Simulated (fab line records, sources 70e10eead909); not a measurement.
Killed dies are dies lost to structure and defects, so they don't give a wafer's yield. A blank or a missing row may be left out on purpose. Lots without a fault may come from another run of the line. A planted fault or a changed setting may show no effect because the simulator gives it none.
Which tool did it? | flow nand_harc | 24 lots, 72 wafers sampled, at 6 steps of a route of 1302

WHAT THE GAUGES READ, wafer by wafer
The record holds no reading of a measuring or inspecting step that can be judged against a usual standard deviation.

WHICH TOOL RAN EACH LOT (tool, then ch and the chambers of the sampled wafers, then the start)
lot  | NHARC_A_CONTACT_DEP_24          | NHARC_A_CONTACT_ETCH_51                       | NHARC_A_CONTACT_ETCH_119             | NHARC_A_CONTACT_ETCH_77                       | NHARC_A_CONTACT_ETCH_125             | NHARC_A_CONTACT_ETCH_129
L074 | pecvd-04 ch 0,1, day 21 14:21   | rie_diel-11 ch 2,3, day 21 23:58 or earlier   | har_cap_etch-03 ch 0,1, day 21 23:58 | rie_diel-11 ch 1,2,3, day 22 09:28 or earlier | har_cap_etch-03 ch 0,1, day 22 09:28 | har_cap_etch-03 ch 0,1, day 22 10:10
L075 | pecvd-04 ch 0,2, day 21 18:06   | rie_diel-11 ch 2,3, day 22 04:18 or earlier   | har_cap_etch-02 ch 0,1, day 22 04:18 | rie_diel-11 ch 1,2,3, day 22 14:31 or earlier | har_cap_etch-01 ch 0,1, day 22 14:31 | har_cap_etch-01 ch 0,1, day 22 15:13
L076 | pecvd-03 ch 0,2, day 22 07:28   | rie_diel-11 ch 1,2,3, day 22 18:02 or earlier | har_cap_etch-03 ch 0,1, day 22 18:02 | rie_diel-11 ch 1,2,3, day 23 03:31 or earlier | har_cap_etch-02 ch 0,1, day 23 03:31 | har_cap_etch-02 ch 0,1, day 23 04:13
L078 | pecvd-04 ch 0,2, day 22 07:31   | rie_diel-10 ch 0,3, day 22 16:59 or earlier   | har_cap_etch-02 ch 0,1, day 22 16:59 | rie_diel-03 ch 1,2, day 23 02:29 or earlier   | har_cap_etch-03 ch 0,1, day 23 02:29 | har_cap_etch-03 ch 0,1, day 23 03:12
L077 | pecvd-04 ch 0,1,2, day 22 16:44 | rie_diel-11 ch 0,2,3, day 23 03:27 or earlier | har_cap_etch-01 ch 0,1, day 23 03:27 | rie_diel-11 ch 0,2,3, day 23 13:21 or earlier | har_cap_etch-02 ch 0,1, day 23 13:21 | har_cap_etch-02 ch 0,1, day 23 14:04
L079 | pecvd-04 ch 0,1,2, day 23 19:43 | rie_diel-11 ch 0,1,3, day 24 04:34 or earlier | har_cap_etch-01 ch 0,1, day 24 04:34 | rie_diel-11 ch 0,1,3, day 24 15:58 or earlier | har_cap_etch-01 ch 0,1, day 24 15:58 | har_cap_etch-01 ch 0,1, day 24 16:40
L080 | pecvd-02 ch 0,1,2, day 24 05:18 | rie_diel-11 ch 0,2,3, day 24 14:13 or earlier | har_cap_etch-02 ch 0,1, day 24 14:13 | rie_diel-11 ch 0,2,3, day 25 02:40 or earlier | har_cap_etch-02 ch 0,1, day 25 02:40 | har_cap_etch-02 ch 0,1, day 25 03:22
L081 | pecvd-04 ch 0,1, day 24 05:26   | rie_diel-10 ch 1,2,3, day 24 15:11 or earlier | har_cap_etch-03 ch 0,1, day 24 15:11 | rie_diel-03 ch 0,3, day 25 04:11 or earlier   | har_cap_etch-03 ch 1, day 25 04:11   | har_cap_etch-03 ch 1, day 25 04:54
L082 | pecvd-04 ch 1,2, day 24 22:20   | rie_diel-03 ch 0,1, day 25 10:26 or earlier   | har_cap_etch-02 ch 0, day 25 10:26   | rie_diel-10 ch 1,2,3, day 25 19:16 or earlier | har_cap_etch-02 ch 0,1, day 25 19:16 | har_cap_etch-02 ch 0,1, day 25 19:59
L083 | pecvd-02 ch 0,2, day 25 07:17   | rie_diel-03 ch 1,2,3, day 25 16:07 or earlier | har_cap_etch-01 ch 0,1, day 25 16:07 | rie_diel-11 ch 0,2,3, day 26 01:52 or earlier | har_cap_etch-03 ch 0,1, day 26 01:52 | har_cap_etch-03 ch 0,1, day 26 02:34
L084 | pecvd-03 ch 1,2, day 26 03:08   | rie_diel-11 ch 2,3, day 26 12:07 or earlier   | har_cap_etch-03 ch 0,1, day 26 12:07 | rie_diel-11 ch 0,1,2, day 26 21:05 or earlier | har_cap_etch-03 ch 0,1, day 26 21:05 | har_cap_etch-03 ch 0,1, day 26 22:02
L087 | pecvd-04 ch 0,2, day 26 07:16   | rie_diel-10 ch 0,1,3, day 26 16:18 or earlier | har_cap_etch-01 ch 0,1, day 26 16:18 | rie_diel-11 ch 0,3, day 27 02:13 or earlier   | har_cap_etch-02 ch 0,1, day 27 02:13 | har_cap_etch-02 ch 0,1, day 27 02:56
L085 | pecvd-02 ch 0,1,2, day 26 07:25 | rie_diel-03 ch 1,2, day 26 18:50 or earlier   | har_cap_etch-02 ch 0,1, day 26 18:50 | rie_diel-11 ch 0,3, day 27 07:11 or earlier   | har_cap_etch-01 ch 0,1, day 27 07:11 | har_cap_etch-01 ch 0,1, day 27 07:53
L086 | pecvd-04 ch 0,1,2, day 26 12:38 | rie_diel-03 ch 1,2,3, day 26 23:46 or earlier | har_cap_etch-01 ch 0,1, day 26 23:46 | rie_diel-10 ch 0,2,3, day 27 09:53 or earlier | har_cap_etch-02 ch 0,1, day 27 09:53 | har_cap_etch-02 ch 0,1, day 27 10:35
L089 | pecvd-04 ch 0,1,2, day 27 06:57 | rie_diel-11 ch 0,2, day 27 14:01              | har_cap_etch-03 ch 0,1, day 27 17:26 | rie_diel-03 ch 1,2, day 28 04:02 or earlier   | har_cap_etch-02 ch 1, day 28 04:02   | har_cap_etch-02 ch 1, day 28 04:44
L088 | pecvd-03 ch 0,1,2, day 27 06:59 | rie_diel-10 ch 0,1, day 27 15:58 or earlier   | har_cap_etch-01 ch 0,1, day 27 15:58 | rie_diel-11 ch 0,1, day 28 02:11 or earlier   | har_cap_etch-03 ch 0,1, day 28 02:11 | har_cap_etch-03 ch 0,1, day 28 02:53
L090 | pecvd-02 ch 0,2, day 28 05:59   | rie_diel-11 ch 0,3, day 28 15:28 or earlier   | har_cap_etch-03 ch 0,1, day 28 15:28 | rie_diel-11 ch 0,3, day 29 00:13 or earlier   | har_cap_etch-02 ch 0,1, day 29 00:13 | har_cap_etch-02 ch 0,1, day 29 00:55
L092 | pecvd-03 ch 0,1, day 28 06:08   | rie_diel-11 ch 0,1,2, day 28 18:26 or earlier | har_cap_etch-01 ch 0,1, day 28 18:26 | rie_diel-11 ch 0,1,2, day 29 03:49 or earlier | har_cap_etch-03 ch 0,1, day 29 03:49 | har_cap_etch-03 ch 0,1, day 29 04:32
L091 | pecvd-02 ch 0,1,2, day 29 02:17 | rie_diel-11 ch 0,2,3, day 29 15:27 or earlier | har_cap_etch-02 ch 0,1, day 29 15:27 | rie_diel-11 ch 0,2,3, day 30 00:10 or earlier | har_cap_etch-03 ch 0,1, day 30 00:10 | har_cap_etch-03 ch 0,1, day 30 00:52
L093 | pecvd-04 ch 0,1,2, day 29 13:26 | rie_diel-11 ch 1,2,3, day 29 22:37 or earlier | har_cap_etch-01 ch 0,1, day 29 22:37 | rie_diel-10 ch 0,1, day 30 09:28 or earlier   | har_cap_etch-03 ch 0,1, day 30 09:28 | har_cap_etch-03 ch 0,1, day 30 10:10
L095 | pecvd-02 ch 0,1,2, day 29 21:17 | rie_diel-03 ch 0,3, day 30 06:22 or earlier   | har_cap_etch-02 ch 0,1, day 30 06:22 | rie_diel-11 ch 0,1,3, day 30 15:37 or earlier | har_cap_etch-01 ch 0,1, day 30 15:37 | har_cap_etch-01 ch 0,1, day 30 16:19
L094 | pecvd-03 ch 1,2, day 29 21:23   | rie_diel-11 ch 0,3, day 30 07:35 or earlier   | har_cap_etch-01 ch 1, day 30 07:35   | rie_diel-11 ch 1,2, day 30 16:54 or earlier   | har_cap_etch-03 ch 0,1, day 30 16:54 | har_cap_etch-03 ch 0,1, day 30 17:37
L097 | pecvd-02 ch 0,1,2, day 30 11:21 | rie_diel-03 ch 0,1,2, day 30 22:32 or earlier | har_cap_etch-03 ch 0,1, day 30 22:32 | rie_diel-11 ch 0,2,3, day 31 07:14 or earlier | har_cap_etch-02 ch 0,1, day 31 07:14 | har_cap_etch-02 ch 0,1, day 31 07:57
L096 | pecvd-03 ch 1,2, day 30 11:24   | rie_diel-10 ch 0,3, day 30 21:51 or earlier   | har_cap_etch-01 ch 0,1, day 30 21:51 | rie_diel-10 ch 0,1,3, day 31 06:32 or earlier | har_cap_etch-03 ch 0,1, day 31 06:32 | har_cap_etch-03 ch 0,1, day 31 07:15
- NHARC_A_CONTACT_DEP_24: deposits SiO2, target thk 500 nm.
- NHARC_A_CONTACT_ETCH_51: etches the open film in O2/COS, target depth 7000 nm, time 1820 s.
- NHARC_A_CONTACT_ETCH_119: etches the open film in C4F8/O2/Ar, time 190 s, target depth 1850 nm.
- NHARC_A_CONTACT_ETCH_77: etches the open film in CF4/CHF3, target depth 108.9 nm, time 54.5 s.
- NHARC_A_CONTACT_ETCH_125: etches the open film in C4F8/O2/Ar, time 197 s, target depth 1918 nm.
- NHARC_A_CONTACT_ETCH_129: etches the open film in C4F8/O2/Ar, time 197 s, target depth 1918 nm.

WHAT THE TOOLS THEMSELVES READ (means of the sampled wafers that have a number; where no wafer has one, the mark that the record gives instead)
NHARC_A_CONTACT_DEP_24. Usual: heater_power_w 548 W, standard deviation 80; throttle_valve_pct 15.7 %, standard deviation 0.39.
lot  | tool     | heater_power_w (W) | throttle_valve_pct (%) | flag
L074 | pecvd-04 | 655                | 15.7                   |
L075 | pecvd-04 | 533                | 15.4                   |
L076 | pecvd-03 | 480                | 15.7                   |
L078 | pecvd-04 | 528                | 15.6                   |
L077 | pecvd-04 | 544                | 15.5                   |
L079 | pecvd-04 | 544                | 15.6                   |
L080 | pecvd-02 | 589                | 15.6                   |
L081 | pecvd-04 | 614                | 15.8                   |
L082 | pecvd-04 | 615                | 15.6                   |
L083 | pecvd-02 | 521                | 15.4                   |
L084 | pecvd-03 | 475                | 15.9                   |
L087 | pecvd-04 | 504                | 15.6                   |
L085 | pecvd-02 | 490                | 15.6                   |
L086 | pecvd-04 | 582                | 15.7                   |
L089 | pecvd-04 | 603                | 15.7                   |
L088 | pecvd-03 | 526                | 15.7                   |
L090 | pecvd-02 | 539                | 15.3                   |
L092 | pecvd-03 | 462                | 15.7                   |
L091 | pecvd-02 | 565                | 15.8                   |
L093 | pecvd-04 | 576                | 15.4                   |
L095 | pecvd-02 | 554                | 15.9                   |
L094 | pecvd-03 | 514                | 15.7                   |
L097 | pecvd-02 | 557                | 15.9                   |
L096 | pecvd-03 | 534                | 15.9                   |

NHARC_A_CONTACT_ETCH_51. Usual: cos_flow_sccm 20.00 sccm, standard deviation 0.067; drypump_motor_current_A 5.8 A, standard deviation 0.56; oes_product_au 1.002 a.u., standard deviation 0.0099; rf_vpp_V 313.7 V, standard deviation 2; showerhead_plenum_p_Torr 3.08 Torr, standard deviation 0.12; throttle_valve_pct 28.331 %, standard deviation 0.0091.
lot  | tool        | cos_flow_sccm (sccm) | drypump_motor_current_A (A) | oes_product_au (a.u.) | rf_vpp_V (V) | showerhead_plenum_p_Torr (Torr) | throttle_valve_pct (%) | flag
L074 | rie_diel-11 | 20.00                | 6.2                         | 1.005                 | 313.4        | 3.03                            | 28.336                 |
L075 | rie_diel-11 | 19.95                | 5.7                         | 1.000                 | 314.7        | 3.13                            | 28.326                 |
L076 | rie_diel-11 | 19.99                | 5.7                         | 0.992                 | 313.9        | 3.08                            | 28.326                 |
L078 | rie_diel-10 | 19.99                | 4.9                         | 0.993                 | 314.0        | 3.10                            | 28.331                 |
L077 | rie_diel-11 | 19.95                | 6.0                         | 1.002                 | 313.1        | 3.08                            | 28.329                 |
L079 | rie_diel-11 | 20.01                | 5.5                         | 0.991                 | 314.9        | 3.13                            | 28.335                 |
L080 | rie_diel-11 | 19.99                | 6.0                         | 1.014                 | 313.2        | 3.08                            | 28.322                 |
L081 | rie_diel-10 | 19.99                | 5.8                         | 0.991                 | 314.9        | 3.16                            | 28.334                 |
L082 | rie_diel-03 | 20.00                | 5.8                         | 1.006                 | 312.0        | 2.95                            | 28.332                 |
L083 | rie_diel-03 | 20.01                | 5.7                         | 1.002                 | 314.8        | 3.14                            | 28.346                 |
L084 | rie_diel-11 | 20.03                | 5.7                         | 1.002                 | 313.7        | 3.12                            | 28.335                 |
L087 | rie_diel-10 | 20.02                | 5.5                         | 1.004                 | 313.7        | 3.09                            | 28.329                 |
L085 | rie_diel-03 | 20.01                | 5.6                         | 0.999                 | 313.3        | 3.05                            | 28.330                 |
L086 | rie_diel-03 | 20.02                | 5.7                         | 1.003                 | 314.9        | 3.13                            | 28.325                 |
L089 | rie_diel-11 | 20.02                | 6.2                         | 1.005                 | 312.7        | 3.01                            | 28.329                 |
L088 | rie_diel-10 | 20.00                | 5.7                         | 0.993                 | 314.3        | 3.10                            | 28.332                 |
L090 | rie_diel-11 | 19.97                | 5.5                         | 1.011                 | 315.9        | 3.17                            | 28.338                 |
L092 | rie_diel-11 | 20.04                | 6.0                         | 1.016                 | 313.3        | 3.02                            | 28.326                 |
L091 | rie_diel-11 | 20.05                | 5.9                         | 1.014                 | 314.0        | 3.06                            | 28.327                 |
L093 | rie_diel-11 | 20.04                | 5.7                         | 1.008                 | 313.7        | 3.07                            | 28.332                 |
L095 | rie_diel-03 | 20.10                | 5.9                         | 1.007                 | 311.8        | 3.01                            | 28.334                 |
L094 | rie_diel-11 | 19.94                | 5.7                         | 1.001                 | 313.9        | 3.11                            | 28.341                 |
L097 | rie_diel-03 | 19.96                | 5.7                         | 0.994                 | 312.0        | 3.02                            | 28.327                 |
L096 | rie_diel-10 | 20.05                | 5.0                         | 0.999                 | 314.0        | 3.06                            | 28.326                 |

NHARC_A_CONTACT_ETCH_77. Usual: drypump_motor_current_A 5.8 A, standard deviation 0.58; oes_product_au 0.943 a.u., standard deviation 0.023; rf_vpp_V 370.0 V, standard deviation 2.2; showerhead_plenum_p_Torr 1.56 Torr, standard deviation 0.058; throttle_valve_pct 16.802 %, standard deviation 0.0089.
lot  | tool        | drypump_motor_current_A (A) | oes_product_au (a.u.) | rf_vpp_V (V) | showerhead_plenum_p_Torr (Torr) | throttle_valve_pct (%) | flag
L074 | rie_diel-11 | 5.7                         | 0.970                 | 369.8        | 1.55                            | 16.793                 |
L075 | rie_diel-11 | 5.7                         | 0.926                 | 370.1        | 1.55                            | 16.802                 |
L076 | rie_diel-11 | 5.7                         | 0.970                 | 370.2        | 1.55                            | 16.797                 |
L078 | rie_diel-03 | 5.5                         | 0.958                 | 371.4        | 1.59                            | 16.793                 |
L077 | rie_diel-11 | 5.9                         | 0.928                 | 370.1        | 1.55                            | 16.799                 |
L079 | rie_diel-11 | 5.5                         | 0.929                 | 370.5        | 1.58                            | 16.804                 |
L080 | rie_diel-11 | 6.0                         | 0.933                 | 369.7        | 1.55                            | 16.802                 |
L081 | rie_diel-03 | 5.9                         | 0.925                 | 370.4        | 1.57                            | 16.806                 |
L082 | rie_diel-10 | 5.7                         | 0.916                 | 370.1        | 1.59                            | 16.804                 |
L083 | rie_diel-11 | 6.0                         | 0.927                 | 369.7        | 1.55                            | 16.801                 |
L084 | rie_diel-11 | 6.0                         | 0.972                 | 369.1        | 1.52                            | 16.800                 |
L087 | rie_diel-11 | 5.4                         | 0.971                 | 371.3        | 1.60                            | 16.797                 |
L085 | rie_diel-11 | 5.7                         | 0.926                 | 370.3        | 1.57                            | 16.807                 |
L086 | rie_diel-10 | 5.4                         | 0.942                 | 371.7        | 1.59                            | 16.797                 |
L089 | rie_diel-03 | 5.5                         | 0.972                 | 371.5        | 1.58                            | 16.795                 |
L088 | rie_diel-11 | 5.8                         | 0.938                 | 369.6        | 1.54                            | 16.808                 |
L090 | rie_diel-11 | 5.4                         | 0.937                 | 372.6        | 1.60                            | 16.807                 |
L092 | rie_diel-11 | 6.0                         | 0.929                 | 368.5        | 1.52                            | 16.799                 |
L091 | rie_diel-11 | 5.9                         | 0.936                 | 369.4        | 1.54                            | 16.804                 |
L093 | rie_diel-10 | 5.8                         | 0.926                 | 371.0        | 1.56                            | 16.809                 |
L095 | rie_diel-11 | 5.5                         | 0.972                 | 370.3        | 1.57                            | 16.801                 |
L094 | rie_diel-11 | 5.8                         | 0.927                 | 368.8        | 1.52                            | 16.801                 |
L097 | rie_diel-11 | 5.9                         | 0.981                 | 369.3        | 1.54                            | 16.801                 |
L096 | rie_diel-10 | 5.5                         | 0.920                 | 369.3        | 1.55                            | 16.802                 |

THE ANSWER, worked out from the rows above alone
Rule: a lot is off if the mean of its wafers that have a number lies more than 3 standard deviations from the usual mean. A lot without any number at a reading at which 4 lots or more have one is off too. The other lots that the step has rows for count as sound. The gauges are gone through in route order, then the tools' own readings, and for those a lot's mean is taken as printed above. The first step at which some lot is off is used, and at that step the reading that is off furthest; a lot without a number counts as furthest.
No lot is off at any reading shown: from this, nothing can be told.

WHAT THE SIMULATOR HAD PUT IN
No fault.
